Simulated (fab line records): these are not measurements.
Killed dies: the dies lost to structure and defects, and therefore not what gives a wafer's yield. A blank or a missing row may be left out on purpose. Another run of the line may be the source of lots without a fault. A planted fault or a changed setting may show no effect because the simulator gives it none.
A lot that was struck, set against a sound lot	flow nand harc	38 steps out of a route of 1159
Sound: these wafers, L889.1, L889.4, L889.5. Struck: wafer L905.5. (L905.2, L905.6 of the same lot were not struck and are left out.) The cause comes at the end.
Order at every step that has rows: each side's tool, ch and its chambers, its first start. Under that, the readings that differ: sound wafers	struck wafers	difference of the means	sigmas: that difference in standard deviations of wafers without a fault.
alike: same words and numbers on both sides, and readings whose means sit less than 2 such deviations apart. not compared: any withheld reading, any reading some wafer has no value for, any bound like >300 that may hide the same value, and any number with overlapping values for which the record gives no deviation.
The two part at a step that has a row with sigmas, a row that says differs or no value, or rows on one side only. When numbers do not overlap yet have no deviation, they are printed without sigmas and do not part them. Lack of a reading on every wafer of one side parts them only where that side has two or more wafers.

first, 3 steps without rows for these wafers: NHARC_P_BONDPAD_HARDBAKE_10 (time 65 s); NHARC_P_BONDPAD_DESCUM_11 (chemistry O2, time 3 s); NHARC_P_BONDPAD_ETCH_37 (etches the open film in N2/H2, target depth 60 nm, overetch 18 nm, time 65.91 s).
NHARC_P_BONDPAD_ETCH_12: etches the open film in CHF3/O2, target depth 200 nm, time 100 s.
  sound: rie diel-08 ch 0,2; struck: rie diel-08 ch 1
  alike: drypump motor current A, oes product au, rf vpp V, showerhead plenum p Torr, throttle valve pct
  not compared: rf hours counter h
NHARC_P_BONDPAD_CD_MEAS_13:
  sound: cd sem-03 at day 6 21:33; struck: cd sem-01 at day 10 19:56
  alike: cd nm
then, 1 step without rows for these wafers: NHARC_P_BONDPAD_STRIP_15 (strips in O2).
NHARC_P_BONDPAD_ETCH_24: etches the open film in CF4/N2, target depth 30 nm, time 72.99 s.
  sound: rie diel-08 ch 0,1,3; struck: rie diel-08 ch 3
  alike: drypump motor current A, oes product au, rf vpp V, showerhead plenum p Torr, throttle valve pct
  not compared: rf hours counter h
then, 3 steps without rows for these wafers: NHARC_P_BONDPAD_STRIP_16 (strips in post etch residue remover, time 600 s); NHARC_P_BONDPAD_DEGAS_25 (time 60 s); NHARC_P_BONDPAD_PRE_CLEAN_26 (time 30 s).
NHARC_P_BONDPAD_PVD_17: deposits TaN, target thk 5 nm, time 8.06 s.
  sound on pvd sputter-01; struck on pvd sputter-03, day 10 20:51
  alike: throttle valve pct
then, 1 step without rows for these wafers: NHARC_P_BONDPAD_PVD_27 (deposits Cu, target thk 30 nm, time 20.49 s).
NHARC_P_BONDPAD_ECD_18: material Cu, target thk 400 nm.
  sound on ecd cu-01 ch 0,1, day 6 22:38; struck on ecd cu-01 ch 0,1, day 10 21:41
then, 2 steps without rows for these wafers: NHARC_P_BONDPAD_ANNEAL_28 (time 90 s); NHARC_P_BONDPAD_CMP_19 (polishes, t overpolish 30 s, cu recess touch 16 s, target thk 160.81 nm).
NHARC_P_BONDPAD_THK_MEAS_20: measures by xrf.
  sound: film metro-01 at day 6 23:38; struck: film metro-02 at day 10 22:44
  alike: thk nm
then, 1 step without rows for these wafers: NHARC_P_BONDPAD_SRD_21 (time 30 s, dry time 20 s).
NHARC_P_BONDPAD_ACTIVATE_29: chemistry N2, time 60 s.
  sound on rie diel-08 ch 2,3, day 6 23:54; struck on rie diel-08 ch 3, day 10 23:02
  alike: drypump motor current A, oes product au, rf vpp V, showerhead plenum p Torr
  not compared: rf hours counter h
then, 13 steps without rows for these wafers: NHARC_P_BONDPAD_PRECLEAN_30 (cleans in DIW, time 300 s); NHARC_P_BONDPAD_SRD_31 (time 30 s, dry time 20 s); NHARC_A_ZERO_WELL_PRECLEAN_00 (cleans in SPM, time 600 s); NHARC_A_ZERO_WELL_SRD_01; NHARC_A_ZERO_WELL_DEHYDRATE_02 (time 120 s); NHARC_A_ZERO_WELL_HMDS_03 (time 30 s); NHARC_A_ZERO_WELL_COAT_18 (time 65 s); NHARC_A_ZERO_WELL_COAT_04 (resist thk 600 nm); NHARC_A_ZERO_WELL_SOFTBAKE_05 (time 70 s); NHARC_A_ZERO_WELL_EBR_06; NHARC_A_ZERO_WELL_EXPOSE_07 (exposes mask A ZERO); NHARC_A_ZERO_WELL_PEB_08 (peb time 80 s); NHARC_A_ZERO_WELL_DEVELOP_09 (time 50 s).
NHARC_A_ZERO_WELL_CD_MEAS_10: the cd target is 2000 nm.
  sound on cd sem-03 ch 0, day 7 01:08; struck on cd sem-01 ch 0, day 11 00:08
  alike: cd nm
then, 3 steps without rows for these wafers: NHARC_A_ZERO_WELL_HARDBAKE_11 (time 65 s); NHARC_A_ZERO_WELL_DESCUM_12 (chemistry O2, time 3 s); NHARC_A_ZERO_WELL_ETCH_19 (etches the open film in N2/H2, target depth 80 nm, overetch 24 nm, time 87.88 s).
NHARC_A_ZERO_WELL_ETCH_13: etches the open film in HBr/Cl2, target depth 120 nm, time 40.1 s.
  sound on rie si-01 ch 0,2,3, day 7 01:34; struck on rie si-06 ch 1, day 11 00:33
  alike: drypump motor current A, oes product au, throttle valve pct
  not compared: rf hours counter h
then, 1 step without rows for these wafers: NHARC_A_ZERO_WELL_STRIP_14 (strips in SPM, time 900 s).
-- record jumps: 15 days between struck wafers' starts before vs after; left off in module A_ZERO_WELL, resumes in module END, first step shown is number 1159 of the route --
NHARC_END_SORT_01:
  the record has rows for the struck wafers here (prober-02 ch 0, day 26 09:17) and none for the sound ones

== WHERE THEY PART ==
Within this record, at NHARC_END_SORT_01 only.

WHY: the cause the simulator had injected
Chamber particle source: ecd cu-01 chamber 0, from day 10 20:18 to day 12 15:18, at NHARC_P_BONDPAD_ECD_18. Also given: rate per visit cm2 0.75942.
